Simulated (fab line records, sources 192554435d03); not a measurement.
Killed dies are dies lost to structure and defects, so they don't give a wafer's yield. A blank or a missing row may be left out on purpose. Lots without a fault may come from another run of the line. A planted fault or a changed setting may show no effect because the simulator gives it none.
A struck lot beside a sound one | flow n5_finfet | 15 steps out of a route of 1938
Sound: wafers L400.2, L400.5, L400.6. Struck: wafers L411.1, L411.5, L411.6. The cause comes at the end.
At each step with rows: each side's tool, then ch and its chambers, then its first start. Under that, the readings that differ: sound wafers | struck wafers | difference of the means | sigmas: that difference in standard deviations of wafers without a fault.
alike: readings whose means differ by less than 2 such deviations, and words and numbers that are the same on both sides. not compared: withheld readings, readings that some wafer has no value for, bounds like >300 that may hide the same value, and numbers for which the record gives no deviation and whose values overlap.
The two part at a step that has a row with sigmas, a row that says differs or no value, or rows on one side only. Numbers that don't overlap but have no deviation are shown without sigmas and don't part them. A reading that every wafer of one side lacks parts them only if that side has two wafers or more.

first, 8 steps without rows for these wafers: N5_ZERO_LAYER_HMDS_04 (time 60 s); N5_ZERO_LAYER_COAT_05 (resist thk 1000 nm); N5_ZERO_LAYER_EBR_07; N5_ZERO_LAYER_SOFTBAKE_06 (time 90 s); N5_ZERO_LAYER_EXPOSE_08 (exposes mask ZERO, defocus 0 nm, target cd 2000 nm); N5_ZERO_LAYER_PEB_09; N5_ZERO_LAYER_DEVELOP_10 (develop time 60 s); N5_ZERO_LAYER_HARDBAKE_23 (time 120 s).
N5_ZERO_LAYER_CD_MEAS_11: target cd 2000 nm.
  sound on cd_sem-01 ch 0, day 1 12:39; struck on cd_sem-02 ch 0, day 4 06:38
  alike: cd_nm
N5_ZERO_LAYER_DESCUM_16: chemistry O2, time 7.9 s.
  sound on rie_diel-05 ch 0,1, day 1 12:41; struck on rie_diel-06 ch 2,3, day 4 06:53
  alike: bias_power_w, drypump_motor_current_A, oes_product_au, rf_vpp_V, showerhead_plenum_p_Torr, throttle_valve_pct
  not compared: rf_hours_counter_h
N5_ZERO_LAYER_ETCH_17: etches SiO2 in CF4, target depth 12 nm, time 13.3 s.
  sound on rie_diel-05 ch 0,1, day 1 12:43; struck on rie_diel-06 ch 2,3, day 4 06:55
  alike: drypump_motor_current_A, oes_product_au, rf_vpp_V, showerhead_plenum_p_Torr, throttle_valve_pct
  not compared: rf_hours_counter_h
N5_ZERO_LAYER_ETCH_18: etches Si in HBr/Cl2, target depth 120 nm, time 40 s.
  sound on rie_si-01 ch 0,3, day 1 12:47; struck on rie_si-01 ch 1,2,3, day 4 06:59
  alike: drypump_motor_current_A, oes_product_au, throttle_valve_pct
  not compared: rf_hours_counter_h
N5_ZERO_LAYER_STRIP_24: strips in O2.
  sound on plasma_asher-01 ch 0,1, day 1 12:54; struck on plasma_asher-02 ch 0,1, day 4 07:06
  no value came back on the struck wafers for any of 5 readings (chamber_pressure_mTorr (mTorr), drypump_motor_current_A (A) and others); on the sound wafers chamber_pressure_mTorr (mTorr) reads 1002.0 1000.2 998.8
  reading                                      | sound | struck          | difference | sigmas
  model.coat_of_ZERO_LAYER_COAT_05.thk_nm (nm) | 0 0 0 | 927.8 930.4 927 | +928.4     |
  not compared: rf_hours_counter_h
then, 1 step without rows for these wafers: N5_ZERO_LAYER_STRIP_19 (strips in SPM, time 900 s).
-- the record jumps here: 7 days lie between the struck wafers' starts before and after (it left off in module ZERO_LAYER and takes up again in module BEOL_M4, whose first step shown is number 1111 of the route) --
N5_BEOL_M4_RC_MEAS_101:
  sound on prober-02 ch 0, day 8 07:24; struck on prober-01 ch 0, day 11 06:03
  alike: DIBL_N, DIBL_P, IOFF_N, IOFF_P, ION_N, ION_P, SS_N, SS_P, VT_N, VT_P

WHERE THEY PART
Only at N5_ZERO_LAYER_STRIP_24, within this record. Later steps at which nothing parts them and some readings are alike: N5_BEOL_M4_RC_MEAS_101.

WHY: what the simulator had put in
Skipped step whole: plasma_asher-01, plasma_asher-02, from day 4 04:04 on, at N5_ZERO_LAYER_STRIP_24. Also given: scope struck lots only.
